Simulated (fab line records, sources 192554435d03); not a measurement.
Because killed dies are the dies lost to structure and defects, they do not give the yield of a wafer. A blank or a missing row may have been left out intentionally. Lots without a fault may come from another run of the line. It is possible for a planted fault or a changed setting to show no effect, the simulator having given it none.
Split-lot study ; flow n5Finfet ; 21 wafers read from 7 lots, route of 1938 steps

== ABOUT THE SPLIT ==
At N5_PASSIVATION_ETCH_54 (etches SiO2 in CHF3/O2, target depth 880 nm, time 440 s), the setting timeS was moved away from the recipe's 440 s on 9 of the 21 wafers read, by -8.2% to +21.8%. For the rest of the wafers, this setting stayed at what the recipe calls for.

The reading comes from the split's own step.

== THE READING ==
PASSIVATION.featureDepthNm (the simulator's own value, which no gauge read), in nm, at N5_PASSIVATION_ETCH_54 (etches SiO2 in CHF3/O2, target depth 880 nm, time 440 s). No usual value for it is given in the file. Here, 12 wafers ran the recipe; their average is 890.5 nm with a standard deviation of 17 nm.

wafer;tool, chamber at the split;timeS as run, s;against the recipe;PASSIVATION.featureDepthNm, nm;against lot-mates on the recipe
L075.1;rieDiel-04, 3;440;recipe;881;-
L075.4;rieDiel-04, 2;440;recipe;904.4;-
L075.5;rieDiel-04, 3;440;recipe;880;-
L083.3;rieDiel-03, 2;510.8;+16.1%;1046;+137.0
L083.5;rieDiel-03, 1;440;recipe;909;-
L083.6;rieDiel-03, 0;510.8;+16.1%;1019;+110.0
L080.1;rieDiel-04, 1;440;recipe;905.2;-
L080.3;rieDiel-04, 3;536;+21.8%;1052;+145.7
L080.5;rieDiel-04, 1;440;recipe;907.4;-
L084.1;rieDiel-01, 3;483.2;+9.8%;972.4;+99.3
L084.2;rieDiel-01, 2;440;recipe;863.8;-
L084.3;rieDiel-01, 1;440;recipe;882.4;-
L090.3;rieDiel-01, 0;404;-8.2%;816.2;-39.4
L090.4;rieDiel-01, 2;440;recipe;855.6;-
L090.6;rieDiel-01, 1;404;-8.2%;815.8;-39.8
L088.1;rieDiel-03, 0;530.8;+20.6%;1073;no lot-mate on the recipe
L088.3;rieDiel-03, 2;530.8;+20.6%;1085;no lot-mate on the recipe
L088.4;rieDiel-03, 1;530.8;+20.6%;1080;no lot-mate on the recipe
L093.1;rieDiel-04, 2;440;recipe;896;-
L093.3;rieDiel-04, 3;440;recipe;899.4;-
L093.6;rieDiel-04, 3;440;recipe;902.2;-

FIT RESULTS
A straight line over all 21 wafers: PASSIVATION.featureDepthNm changes by +8.74 nm for each +1% of timeS; r = +0.98; the points scatter about the line by 16 nm.
The same after taking each lot's own level away (the mean of its wafers on the recipe; 18 wafers): +7 nm for each +1%; r = +0.98; scatter 12 nm.
Per that fit: largest timeS move, reading shift of 1.5e+02 nm.
Across the lots, their own levels run from 855.60 to 909.00 nm, a range of 3.1 times the standard deviation given above.
Hence the slope depends on the lot-to-lot level, as the two fits are not the same.
Check: with one of the wafers moved furthest among these (+21.8%) left out of the fit, the line predicts +164 nm for it against its lot-mates. It came out at +146 nm against them.

== THE WHOLE CHAIN: every reading that the file lists as answering this split, in the file's order ==
step;what it does;reading;change (the file's fit);r (the file's)
N5_PASSIVATION_ETCH_54;etches SiO2 in CHF3/O2, target depth 880 nm, time 440 s;etch.depthNm (the simulator's own value, which no gauge read);+7.19 nm for each +1% of the setting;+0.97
N5_PASSIVATION_ETCH_54;etches SiO2 in CHF3/O2, target depth 880 nm, time 440 s;PASSIVATION.featureDepthNm (the simulator's own value, which no gauge read);+7.19 nm for each +1% of the setting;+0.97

== THE FILE'S OWN FIT ==
PASSIVATION.featureDepthNm changes by +7.19 nm for each +1% of timeS, r = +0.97.
